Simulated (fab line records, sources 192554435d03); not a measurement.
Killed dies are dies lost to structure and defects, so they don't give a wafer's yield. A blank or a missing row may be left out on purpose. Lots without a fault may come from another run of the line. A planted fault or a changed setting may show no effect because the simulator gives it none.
A struck lot beside a sound one | flow n5_finfet | 14 steps out of a route of 1938
Sound: wafers L867.3, L867.4, L867.5. Struck: wafer L880.2. (L880.4 of the same lot was not struck and is left out.) The cause comes at the end.
At each step with rows: each side's tool, then ch and its chambers, then its first start. Under that, the readings that differ: sound wafers | struck wafers | difference of the means | sigmas: that difference in standard deviations of wafers without a fault.
alike: readings whose means differ by less than 2 such deviations, and words and numbers that are the same on both sides. not compared: withheld readings, readings that some wafer has no value for, bounds like >300 that may hide the same value, and numbers for which the record gives no deviation and whose values overlap.
The two part at a step that has a row with sigmas, a row that says differs or no value, or rows on one side only. Numbers that don't overlap but have no deviation are shown without sigmas and don't part them. A reading that every wafer of one side lacks parts them only if that side has two wafers or more.

N5_HKMG_FIN_CMP_94: polishes, stops on SiNx, t overpolish 4.7 s, target thk 43.299 nm.
  sound on cmp-04 ch 2,3, day 4 18:59; struck on cmp-04 ch 2, day 7 22:10
  alike: motor_current_A, slurry_filter_dp_kPa
N5_HKMG_FIN_INSPECT_28: inspects for defects (darkfield).
  sound on defect_inspect-01, day 4 19:13; struck on defect_inspect-02, day 7 22:25
  alike: raw_defect_count
then, 1 step without rows for these wafers: N5_GATE_CUT_ETCHBACK_00 (etches W in SF6/Cl2).
N5_GATE_CUT_ETCH_56: etches TiN in Cl2/Ar, target depth 21.6 nm.
  sound on rie_metal-03 ch 0,1, day 4 19:24; struck on rie_metal-03 ch 1, day 7 22:43
  alike: drypump_motor_current_A, he_backside_leak_sccm, oes_ar_750_au, oes_product_au, throttle_valve_pct
  not compared: rf_hours_counter_h
then, 2 steps without rows for these wafers: N5_GATE_CUT_ETCHBACK_30 (etches TiN in Cl2/Ar, target depth 3 nm); N5_GATE_CUT_VAPOR_ETCH_60 (etches HfO2 in BCl3/Cl2).
N5_GATE_CUT_ETCH_58: etches SiNx in CH3F/O2, target depth 17 nm, time 128.6 s.
  sound on rie_diel-06 ch 1,2,3, day 4 19:38; struck on rie_diel-04 ch 2, day 7 23:08
  alike: drypump_motor_current_A, oes_product_au, rf_vpp_V, showerhead_plenum_p_Torr, throttle_valve_pct
  not compared: rf_hours_counter_h
N5_GATE_CUT_STRIP_59: strips in N2/H2, time 20 s.
  sound on rie_diel-06 ch 1,2,3, day 4 19:44; struck on rie_diel-04 ch 2, day 7 23:14
  alike: drypump_motor_current_A, n2_flow_sccm, oes_product_au, rf_vpp_V, showerhead_plenum_p_Torr, throttle_valve_pct
  not compared: rf_hours_counter_h
then, 2 steps without rows for these wafers: N5_GATE_CUT_PRECLEAN_31 (cleans in DIW, time 300 s); N5_GATE_CUT_SRD_32 (time 30 s).
N5_GATE_CUT_SAC_CAP_01: material SiNx, target thk 24 nm, pulse time 1 s, ald cycles 480.
  sound on ald_sin-04 ch 0,1,2, day 4 19:58; struck on ald_sin-03 ch 1, day 7 23:28
  alike: heater_power_w, precursor_pulse_height_rel, susceptor_temp_C
N5_GATE_CUT_PECVD_57: deposits SiNx from SiH4/NH3/N2, target thk 21 nm.
  sound on pecvd-03 ch 0,1, day 4 22:10; struck on pecvd-04 ch 0, day 8 01:40
  reading                                     | sound      | struck | difference | sigmas
  model.SiNx_of_GATE_CUT_PECVD_57.thk_nm (nm) | 21 20.8 21 | 27.6   | +6.7       |
  alike: heater_power_w, showerhead_plenum_p_Torr, susceptor_temp_C, throttle_valve_pct
N5_GATE_CUT_CMP_02: polishes, stops on SiO2, t overpolish 12.7 s, target thk 0 nm.
  sound on cmp-04 ch 0,1, day 4 22:15; struck on cmp-03 ch 0, day 8 01:44
  reading                | sound          | struck | difference | sigmas
  motor_current_A (A)    | 8.3 11.9 10.9  | 8.0    | -2.4       | -2
  time_to_endpoint_s (s) | 22.5 22.4 23.9 | 29.8   | +6.9       | +3
  alike: slurry_filter_dp_kPa
-- the record jumps here: 10 days lie between the struck wafers' starts before and after (it left off in module GATE_CUT and takes up again in module PASSIVATION, whose first step shown is number 1936 of the route) --
N5_PASSIVATION_PROBE_49:
  sound on prober-01, day 13 00:02; struck on prober-01, day 18 02:38
  reading         | sound    | struck | difference | sigmas
  killed_at_M4_up | 35 22 34 | 9      | -21        | -4
  killed_at_other | 1 6 6    | 13     | +9         | +3
  alike: killed_at_M0_to_M3, killed_at_contacts, killed_at_front_end, killed_dies, killed_open, killed_short

WHERE THEY PART
First at N5_GATE_CUT_CMP_02; last, within this record, at N5_PASSIVATION_PROBE_49.

WHY: what the simulator had put in
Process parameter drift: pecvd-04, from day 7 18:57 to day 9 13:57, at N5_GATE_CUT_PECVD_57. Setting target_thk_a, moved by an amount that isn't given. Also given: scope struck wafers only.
